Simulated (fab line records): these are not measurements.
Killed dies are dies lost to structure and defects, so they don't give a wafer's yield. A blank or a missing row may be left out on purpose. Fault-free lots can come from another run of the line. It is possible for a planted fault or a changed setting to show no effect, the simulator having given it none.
Which of the tools did it?    flow nand-harc    Sampling: 12 lots, 35 wafers, 5 of 1302 route steps

WHAT THE GAUGES SHOWED, per wafer
NHARC_END_SORT_01.
lot   measured      on         defect-limited-yield (%)  killed-at-array  killed-at-other  killed-at-periphery  killed-dies  killed-open  killed-short
L234  day 26 08:28  prober-01  92.3 93.4 91.1            50 43 58         0 1 1            2 1 1                52 45 60     1 0 4        3 0 1
L242  day 29 14:42  prober-02  92.3                      46               0                6                    52           3            0
L241  day 30 05:02  prober-01  86.0 89.7 86.1            82 63 82         1 0 0            12 7 12              95 70 94     4 2 6        3 1 4

EACH LOT AND THE TOOL THAT RAN IT (in order: tool; ch and the chambers of the sampled wafers; start)
lot   NHARC_A_BLC_ETCH_18                            NHARC_A_BLC_CMP_25             NHARC_A_M0_ETCH_34                  NHARC_A_M0_DEGAS_28
L232  rie-diel-13 ch 2,3, day 22 17:34 or earlier    cmp-02 ch 0,2,3, day 22 17:34  rie-diel-04 ch 0,2,3, day 22 19:08  pvd-sputter-01, day 22 19:59
L233  rie-diel-12 ch 1,3, day 23 23:59 or earlier    cmp-04 ch 0,1,3, day 23 23:59  rie-diel-04 ch 2,3, day 24 01:34    pvd-sputter-03, day 24 02:25
L234  rie-diel-06 ch 2,3, day 24 09:02 or earlier    cmp-02 ch 0,1, day 24 09:02    rie-diel-09 ch 1,2,3, day 24 10:39  pvd-sputter-03, day 24 11:32
L242  rie-diel-12 ch 0,3, day 27 16:09 or earlier    cmp-03 ch 1,3, day 27 16:09    rie-diel-04 ch 1,3, day 27 17:46    pvd-sputter-03, day 27 18:39
L241  rie-diel-12 ch 1,3, day 28 10:22 or earlier    cmp-02 ch 0,1,3, day 28 10:22  rie-diel-04 ch 0,1,2, day 28 11:57  pvd-sputter-01, day 28 12:50
L247  rie-diel-06 ch 2,3, day 29 08:20 or earlier    cmp-03 ch 0,1,3, day 29 08:20  rie-diel-02 ch 0,1,2, day 29 10:24  pvd-sputter-03, day 29 11:18
L246  rie-diel-12 ch 1,2,3, day 30 01:44 or earlier  cmp-03 ch 0,1,2, day 30 01:44  rie-diel-02 ch 1,3, day 30 03:25    pvd-sputter-02, day 30 04:15
L249  rie-diel-06 ch 2,3, day 30 05:35 or earlier    cmp-03 ch 1,3, day 30 05:35    rie-diel-02 ch 0,2,3, day 30 07:08  pvd-sputter-02, day 30 07:58
L250  rie-diel-12 ch 0,1,3, day 31 01:42 or earlier  cmp-04 ch 0,1,3, day 31 01:42  rie-diel-02 ch 1,2,3, day 31 03:14  pvd-sputter-02, day 31 04:04
L251  rie-diel-12 ch 0,2,3, day 31 04:31 or earlier  cmp-04 ch 0,1,2, day 31 04:31  rie-diel-09 ch 1,2,3, day 31 06:04  pvd-sputter-03, day 31 06:55
L252  rie-diel-06 ch 1,3, day 31 13:04 or earlier    cmp-04 ch 1,2,3, day 31 13:04  rie-diel-02 ch 1,2,3, day 31 14:40  pvd-sputter-03, day 31 15:29
L254  rie-diel-13 ch 0,1,3, day 32 14:27 or earlier  cmp-02 ch 1,2, day 32 14:27    rie-diel-04 ch 1,3, day 32 16:02    pvd-sputter-02, day 32 16:52
- NHARC_A_BLC_ETCH_18: etches the open film in C4F8/O2/Ar, target depth 910 nm.
- NHARC_A_BLC_CMP_25: polishes, t overpolish 30 s, target thk 150 nm.
- NHARC_A_M0_ETCH_34: etches the open film in N2/H2, target depth 40 nm, overetch 12 nm, time 43.94 s.
- NHARC_A_M0_DEGAS_28: time 60 s.

AS READ BY THE TOOLS THEMSELVES (means over the sampled wafers that have a number; for cases with no such wafer, the mark the record gives instead)
NHARC_A_BLC_ETCH_18.
lot   tool         oes-product-au (a.u.)  rf-vpp-V (V)
L232  rie-diel-13  0.926                  979
L233  rie-diel-12  0.928                  970
L234  rie-diel-06  0.957                  983
L242  rie-diel-12  0.969                  976
L241  rie-diel-12  0.926                  974
L247  rie-diel-06  0.973                  984
L246  rie-diel-12  0.968                  975
L249  rie-diel-06  0.985                  981
L250  rie-diel-12  0.924                  976
L251  rie-diel-12  0.981                  978
L252  rie-diel-06  0.979                  971
L254  rie-diel-13  0.925                  976

NHARC_A_BLC_CMP_25.
lot   tool    motor-current-A (A)  overpolish-run-s (s)  time-to-endpoint-s (s)
L232  cmp-02  13.2                 30.000                30.1
L233  cmp-04  11.3                 29.998                28.9
L234  cmp-02  13.3                 30.000                27.1
L242  cmp-03  11.8                 29.990                29.1
L241  cmp-02  12.3                 30.006                30.3
L247  cmp-03  13.1                 29.999                30.3
L246  cmp-03  12.8                 29.991                28.0
L249  cmp-03  12.4                 29.992                33.9
L250  cmp-04  11.3                 29.991                29.2
L251  cmp-04  12.5                 29.997                28.0
L252  cmp-04  11.5                 30.001                30.7
L254  cmp-02  13.8                 30.005                31.9

NHARC_A_M0_ETCH_34.
lot   tool         drypump-motor-current-A (A)  mfc-ar-sccm (sccm)  oes-product-au (a.u.)  rf-vpp-V (V)  run-length-s (s)  showerhead-plenum-p-Torr (Torr)  throttle-valve-pct (%)
L232  rie-diel-04  5.6                          0.005               0.990                  429.7         65.6              2.01                             14.163
L233  rie-diel-04  5.6                          0.000               0.996                  430.6         65.4              2.01                             14.164
L234  rie-diel-09  6.2                          0.009               0.999                  429.7         65.2              2.04                             14.169
L242  rie-diel-04  5.7                          0.016               1.000                  432.8         59.4              2.12                             14.171
L241  rie-diel-04  5.8                          0.016               1.007                  430.9         61.4              2.06                             14.172
L247  rie-diel-02  6.0                          0.024               0.997                  428.9         65.3              2.01                             14.175
L246  rie-diel-02  6.2                          0.009               1.005                  432.1         65.1              2.11                             14.177
L249  rie-diel-02  6.2                          0.015               0.993                  430.3         65.1              2.07                             14.168
L250  rie-diel-02  6.1                          0.018               1.003                  431.3         65.1              2.04                             14.165
L251  rie-diel-09  6.2                          0.009               1.009                  430.7         65.3              2.04                             14.165
L252  rie-diel-02  6.1                          0.018               1.013                  430.9         65.0              2.04                             14.173
L254  rie-diel-04  5.8                          0.021               0.993                  433.9         65.7              2.14                             14.171

NHARC_A_M0_DEGAS_28.
lot   tool            heater-power-w (W)
L232  pvd-sputter-01  357
L233  pvd-sputter-03  349
L234  pvd-sputter-03  348
L242  pvd-sputter-03  360
L241  pvd-sputter-01  329
L247  pvd-sputter-03  349
L246  pvd-sputter-02  317
L249  pvd-sputter-02  342
L250  pvd-sputter-02  325
L251  pvd-sputter-03  367
L252  pvd-sputter-03  369
L254  pvd-sputter-02  325

THE ANSWER, worked out from the rows above alone
Rule: what is usual is taken from the lots themselves. The widest of any qualifying gaps counts: lots, ordered by their means at a reading, are off when they make up no more than a third of the lots, leave a main group of 4 or more, and stand apart from it by 3 or more times the standard deviation of that group's means. A main group whose means are all the same, to the digits that the tables above print for the reading, isn't used. A lot without any number at a reading at which 4 lots or more have one is off too. The other lots that the step has rows for count as sound. After the gauges, taken in route order, come the tools' own readings; for these a lot's mean is taken, as printed above. At the first step where some lot is off, the reading lying furthest off is the one used; lots without a number count as furthest.
Off, at NHARC_A_M0_ETCH_34 on run-length-s: L242, L241. For the main group the mean is 65.3 s and the standard deviation 0.22.
If a tool, at that step or one of the process steps before it, ran each lot that is off and ran no sound lot following the first of them, it fits. NHARC_A_BLC_ETCH_18 gives no start for some lots, so the hours and the order of its lots are those of NHARC_A_BLC_CMP_25. None of those tried fits.

WHAT THE SIMULATOR PUT IN
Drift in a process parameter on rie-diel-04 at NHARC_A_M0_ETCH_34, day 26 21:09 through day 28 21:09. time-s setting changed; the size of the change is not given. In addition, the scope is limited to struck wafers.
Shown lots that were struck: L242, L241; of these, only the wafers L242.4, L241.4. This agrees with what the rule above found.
